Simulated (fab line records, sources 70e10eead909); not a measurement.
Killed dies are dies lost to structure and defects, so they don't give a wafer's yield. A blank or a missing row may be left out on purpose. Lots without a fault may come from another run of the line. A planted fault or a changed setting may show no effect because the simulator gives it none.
fab line records | flow nand_harc
record lots=14 wafers=39 last_day=25
route steps=1159 shown A_M0@1019 A_M1@1042 A_BONDPAD@1086 END@1159
lots that met no fault: from a run of the same line without faults
start_h: hours from the record's first day to the start of the lot's first wafer shown | wait_h: hours since the lot's step before | " the same as in the row above | L1.1+2: a row that stands for several wafers | - no value, or no start given | * or withheld: withheld | < > ~ a bound
route shown NAME@n: a module of which the file shows steps, and the number in the route of the first | usual: mean/standard deviation of fault-free wafers | same: alike in all rows | chamber/n: place in a boat | sites: the reading at each site | _std_site: their standard deviation | _edge_site: outer sites' mean less inner sites' | radius_mm: how far each site lies from the wafer's centre | mask NAME#n: copy n | behind: the tool/chamber that last shaped the wafer | hold: why the lot was held/for how many hours/how that ended | device: the transistor (n, p or np) that didn't switch | end of line: the same wafers' tests at the end of the route | a step without rows: its recipe alone | killed: dies lost to structure and defects at the first sort, not the wafer's yield | map: a wafer's dies, x killed, . not, _ none there
set.NAME: the setting as run; set.NAME@STEP: as run at that earlier step | model.NAME: the simulator's own value behind a step, which no gauge read
steps of the route over a sample of lots; a table a step, a row a wafer
services: from which hour (start_h, from the record's first day; less than 0 if before it) a tool's chamber was out of use, for how many hours, and why
## steps
# step NHARC_A_M0_CMP_23
# recipe t_overpolish_s=20 target_thk_nm=113.75
# usual edge_zone_pressure_frac=1.000/0.0049 motor_current_A=12.6/1.5 slurry_flow_ml_min=150.0/0.47 time_to_endpoint_s=28.0/2.9
# columns lot.wafer tool chamber start_h wait_h edge_zone_pressure_frac motor_current_A slurry_flow_ml_min time_to_endpoint_s
L303.3 cmp-01 1 405.82 - 1.005 11.8 149.8 26.7
L303.2 " 2 " " 0.994 13.4 150.2 26.6
L303.6 " 0 " " 1.000 9.7 149.9 25.3
L302.3 cmp-01 3 406.44 - 1.007 12.4 149.8 29.2
L302.1 " 1 " " 0.994 11.1 150.7 29.0
L302.6 " 2 " " 1.007 12.8 150.5 30.4
L305.1 cmp-03 2 406.81 - 0.998 14.0 150.2 31.1
L305.5 " 1 " " 1.015 12.8 150.8 33.0
L305.6 " 2 " " 0.998 14.3 149.5 28.7
L307.4 cmp-04 1 415.97 - 0.997 14.8 150.2 29.4
L307.1 " 3 " " 0.997 13.2 149.8 32.0
L307.6 " 1 " " 0.997 14.7 149.9 32.3
L306.4 cmp-01 0 416.70 - 0.995 9.5 150.2 25.5
L306.1 " 1 " " 0.999 11.3 149.1 26.4
L306.6 " 3 " " 1.000 11.9 150.1 25.4
L309.1 cmp-03 2 443.58 - 1.005 13.9 149.7 29.4
L309.3 " 3 " " 1.005 12.5 150.4 30.8
L309.4 " 0 " " 1.002 13.8 149.9 27.8
L308.2 cmp-04 0 444.26 - 1.000 12.9 149.9 31.3
L308.4 " 1 " " 0.996 15.0 150.5 32.5
L308.6 " 0 " " 0.993 12.7 149.6 29.0
L312.3 cmp-03 0 467.14 - 0.998 12.7 149.7 26.8
L312.5 " 1 " " 0.993 12.3 150.0 31.4
L312.6 " 2 " " 1.003 14.1 149.9 29.2
L310.2 cmp-01 2 467.47 - 1.005 13.1 149.8 30.3
L310.4 " 0 " " 0.999 9.4 150.6 26.7
L310.1 " 1 " " 0.998 11.3 150.1 27.6
L311.3 cmp-01 0 477.94 - 1.005 10.0 150.5 23.0
L311.1 " 2 " " 1.000 13.3 149.3 25.1
L311.6 " 0 " " 1.006 9.6 149.9 21.4
L315.2 cmp-03 3 480.71 - 1.006 12.0 149.9 31.5
L315.1 " 0 " " 1.005 13.0 150.1 27.1
L315.6 " 1 " " 0.999 12.9 150.5 31.5
L320.1 cmp-01 0 511.36 - 1.001 9.6 150.6 21.9
L323.1 cmp-01 1 533.47 - 1.003 11.5 150.0 26.1
L323.2 " 0 " " 1.001 9.5 150.4 24.5
L325.1 cmp-03 1 543.94 - 0.994 12.4 149.9 31.8
L325.3 " 2 " " 0.999 14.1 150.3 26.5
L325.6 " 3 " " 1.005 13.3 150.1 30.8
# step NHARC_A_M1_CD_MEAS_16
# usual cd_nm=120.5/0.78
# columns lot.wafer tool chamber start_h wait_h cd_nm
L303.2 cd_sem-02 - 408.31 - 120.3
L303.3 " - " " 120.4
L303.6 " - " " 120.7
L302.1 cd_sem-02 - 408.74 - 119.6
L302.3 " - " " 121.2
L302.6 " - " " 121.0
L305.1 cd_sem-02 - 409.47 - 119.1
L305.5 " - " " 120.0
L305.6 " - " " 119.7
L307.1 cd_sem-01 - 418.33 - 120.8
L307.4 " - " " 120.3
L307.6 " - " " 119.8
L306.1 cd_sem-03 - 419.00 - 120.6
L306.4 " - " " 120.7
L306.6 " - " " 120.7
L309.1 cd_sem-02 - 445.79 - 118.9
L309.3 " - " " 121.9
L309.4 " - " " 119.5
L308.2 cd_sem-02 - 446.62 - 119.8
L308.4 " - " " 120.7
L308.6 " - " " 119.7
L312.3 cd_sem-02 - 469.67 - 119.7
L312.5 " - " " 120.6
L312.6 " - " " 120.6
L310.1 cd_sem-03 - 469.91 - 121.2
L310.2 " - " " 121.1
L310.4 " - " " 120.7
L311.1 cd_sem-02 - 480.28 - 120.0
L311.3 " - " " 120.1
L311.6 " - " " 120.3
L315.1 cd_sem-02 - 483.03 - 121.2
L315.2 " - " " 120.7
L315.6 " - " " 120.9
L320.1 cd_sem-01 - 513.76 - 120.5
L323.1 cd_sem-02 - 535.70 - 119.9
L323.2 " - " " 121.6
L325.1 cd_sem-02 - 546.44 - 119.3
L325.3 " - " " 118.3
L325.6 " - " " 119.7
# step NHARC_A_M1_PVD_20
# recipe target_thk_a=50 bias_v=168.6 power_w=15000 chamber_pressure_pa=0.12 time_s=8.06 substrate_temp_c=50 material=TaN
# usual bias_v=168.4/1.7 chamber_pressure_pa=0.12001/0.00023 throttle_valve_pct=29.9/1.1
# columns lot.wafer tool chamber start_h wait_h bias_v chamber_pressure_pa throttle_valve_pct
L303.3 pvd_sputter-03 - - - 169.3 0.11994 29.9
L303.2 " - " " 168.1 0.12013 27.7
L303.6 " - " " 168.3 0.12004 29.9
L302.1 pvd_sputter-02 - - - 169.8 0.11997 29.2
L302.3 " - " " 171.9 0.1201 31.7
L302.6 " - " " 166.9 0.12 29.1
L305.1 pvd_sputter-03 - - - 168.3 0.11992 27.5
L305.6 " - " " 167.9 0.12026 27.7
L305.5 " - " " 168.2 0.11971 29.7
L307.4 pvd_sputter-01 - - - 168.1 0.11975 30.1
L307.1 " - " " 169.0 0.11997 30.0
L307.6 " - " " 164.7 0.12014 29.9
L306.4 pvd_sputter-02 - - - 166.8 0.11993 31.4
L306.1 " - " " 169.0 0.12002 30.4
L306.6 " - " " 171.0 0.11977 31.6
L309.4 pvd_sputter-03 - - - 168.0 0.12022 30.0
L309.3 " - " " 165.0 0.12 29.6
L309.1 " - " " 168.9 0.12063 29.7
L308.4 pvd_sputter-02 - - - 170.0 0.12014 31.4
L308.2 " - " " 165.8 0.11996 31.2
L308.6 " - " " 168.8 0.12006 28.9
L312.3 pvd_sputter-02 - - - 166.1 0.12019 30.6
L312.6 " - " " 169.4 0.11966 29.1
L312.5 " - " " 168.4 0.11971 31.6
L310.1 pvd_sputter-03 - - - 170.3 0.11987 27.5
L310.2 " - " " 165.1 0.12024 30.0
L310.4 " - " " 167.1 0.11974 29.6
L311.3 pvd_sputter-03 - - - 169.0 0.12019 29.6
L311.1 " - " " 168.1 0.11998 30.0
L311.6 " - " " 168.4 0.12017 29.9
L315.1 pvd_sputter-03 - - - 166.4 0.11991 29.5
L315.2 " - " " 166.1 0.11965 27.4
L315.6 " - " " 167.5 0.12017 29.8
L320.1 pvd_sputter-03 - - - 165.9 0.12021 29.7
L323.2 pvd_sputter-02 - - - 167.9 0.12013 29.0
L323.1 " - " " 169.5 0.12038 31.3
L325.3 pvd_sputter-03 - - - 167.8 0.11998 29.6
L325.1 " - " " 167.9 0.11963 30.3
L325.6 " - " " 167.3 0.12016 29.6
# step NHARC_A_BONDPAD_ECD_18
# recipe target_thk_a=4000 bath_temp_c=25 material=Cu
# columns lot.wafer tool chamber start_h wait_h
L303.2+3+6 ecd_cu-02 1,1,0 414.07 -
L302.1+3+6 ecd_cu-01 1,0,1 414.65 -
L305.1+6+5 ecd_cu-02 1,1,0 415.55 -
L307.1+4+6 ecd_cu-02 1 424.04 -
L306.1+4+6 ecd_cu-02 1,1,0 424.75 -
L309.1+4+3 ecd_cu-02 1,1,0 451.58 -
L308.2+4+6 ecd_cu-02 1,1,0 452.56 -
L310.1+2+4 ecd_cu-01 1,0,1 476.58 -
L312.3+5+6 ecd_cu-01 1,1,0 476.97 -
L311.1+3+6 ecd_cu-01 0,1,0 486.14 -
L315.1+2+6 ecd_cu-01 1,0,0 488.77 -
L320.1 ecd_cu-01 0 519.82 -
L323.2+1 ecd_cu-01 1,0 541.45 -
L325.1+3+6 ecd_cu-02 0,0,1 552.22 -
# step NHARC_END_SORT_01
# recipe temp_c=25
# usual defect_limited_yield=95.6/1.6 killed_at_array=26/11 killed_at_other=0.4/0.78 killed_at_periphery=3.4/2.4 killed_dies=29/11 killed_open=3.1/1.9 killed_short=1.9/1.4 sort_bin_2_pct=1.3/0.63 sort_bin_3_pct=0.20/0.18 sort_bin_4_pct=2.8/1.1 sort_n_pass=648/11 sort_rim_yield_pct=95/3.4 sort_yield_pct=95.6/1.6
# same gross_dies=677 sort_bin_5_pct[%]=0 sort_bin_6_pct[%]=0 sort_bin_7_pct[%]=0 sort_bin_8_pct[%]=0 sort_rim_n_gross=106.00
# columns lot.wafer tool chamber start_h wait_h defect_limited_yield[%] killed_at_array killed_at_other killed_at_periphery killed_dies killed_open killed_short sort_bin_2_pct[%] sort_bin_3_pct[%] sort_bin_4_pct[%] sort_n_pass sort_rim_yield_pct[%] sort_yield_pct[%]
L320.1 prober-01 0 591.29 2.5 21.6 531 0 0 531 2 0 29.8 6.94 41.7 146 26 21.6
L323.1 prober-02 0 602.70 2.5 19.4 546 0 0 546 2 2 34.3 7.83 38.6 131 22 19.4
L323.2 prober-02 0 603.50 2.8 91.7 51 2 3 56 2 2 2.4 0.15 5.8 621 97 91.7
# killed by level:class
L320.1 A_BONDPAD:unspecified=526 A_CONTACT:chamber_film_flake=2 A_CONTACT:geometric_particle:open=1 A_BLC:geometric_particle:open=1 A_CHANNEL_HOLE_D1:chamber_film_flake=1
L323.1 A_BONDPAD:unspecified=525 A_CHANNEL_HOLE_D1:chamber_film_flake=6 A_SLIT:chamber_film_flake=5 A_WL_FILL:geometric_particle:short=2 A_WL_FILL:chamber_film_flake=2 A_CONTACT:chamber_film_flake=2 A_M1:chamber_film_flake=2 A_CHANNEL_HOLE_D1:geometric_particle:open=1
L323.2 A_CHANNEL_HOLE_D1:chamber_film_flake=23 A_SLIT:chamber_film_flake=18 A_CONTACT:chamber_film_flake=3 A_ZERO_WELL:chamber_film_flake=2 THIN_TSV:chamber_film_flake=2 P_CONTACT:geometric_particle:open=1 P_M0:geometric_particle:open=1 A_CHANNEL_HOLE_D1:geometric_particle:short=1
## services
# columns tool chamber start_h hours kind
cmp-04 - 382.50 2.1 repair
pvd_sputter-02 - 392.00 10.0 pm
cmp-04 - 399.01 4.0 pm
pvd_sputter-01 - 408.67 0.8 repair
ecd_cu-01 - 415.00 0.5 repair
cmp-03 - 415.81 1.8 repair
cmp-04 - 425.27 0.3 repair
pvd_sputter-01 - 432.53 90.5 repair
cmp-04 - 435.83 1.7 repair
ecd_cu-01 - 448.00 8.0 pm
cmp-03 - 450.00 4.0 pm
cmp-03 - 456.41 2.1 repair
ecd_cu-01 - 460.48 16.0 repair
ecd_cu-02 - 473.61 7.0 repair
cmp-01 - 473.85 4.0 pm
ecd_cu-02 - 483.02 7.0 repair
pvd_sputter-03 - 496.82 10.0 pm
cmp-04 - 497.01 4.0 pm
ecd_cu-01 - 504.15 2.2 repair
cmp-01 - 513.67 6.6 repair
pvd_sputter-02 - 522.09 1.1 repair
pvd_sputter-01 - 523.04 10.0 pm
ecd_cu-02 - 532.62 8.0 pm
cmp-03 - 548.00 4.0 pm
## key
first_sign step=NHARC_END_SORT_01 reading=killed_at_array direction=up sigmas=49 usual=26 struck=538
effect step=NHARC_END_SORT_01 reading=killed_dies direction=up sigmas=47 usual=29 struck=538
more_kills_born_at NHARC_A_BONDPAD_ECD_18@ecd_cu-01=1051
met_at NHARC_A_BONDPAD_ECD_18
struck_lots L320,L323
struck_wafers L320.1,L323.1
not_acting_at NHARC_A_M0_CMP_23,NHARC_A_M1_CD_MEAS_16,NHARC_A_M1_PVD_20
onset_between 488.77 519.82
fault kind=chamber_particle_source tool=ecd_cu-01 chamber=0 onset_h=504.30 steps=NHARC_A_BONDPAD_ECD_18 rate_per_visit_cm2=1.6376 end_h=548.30
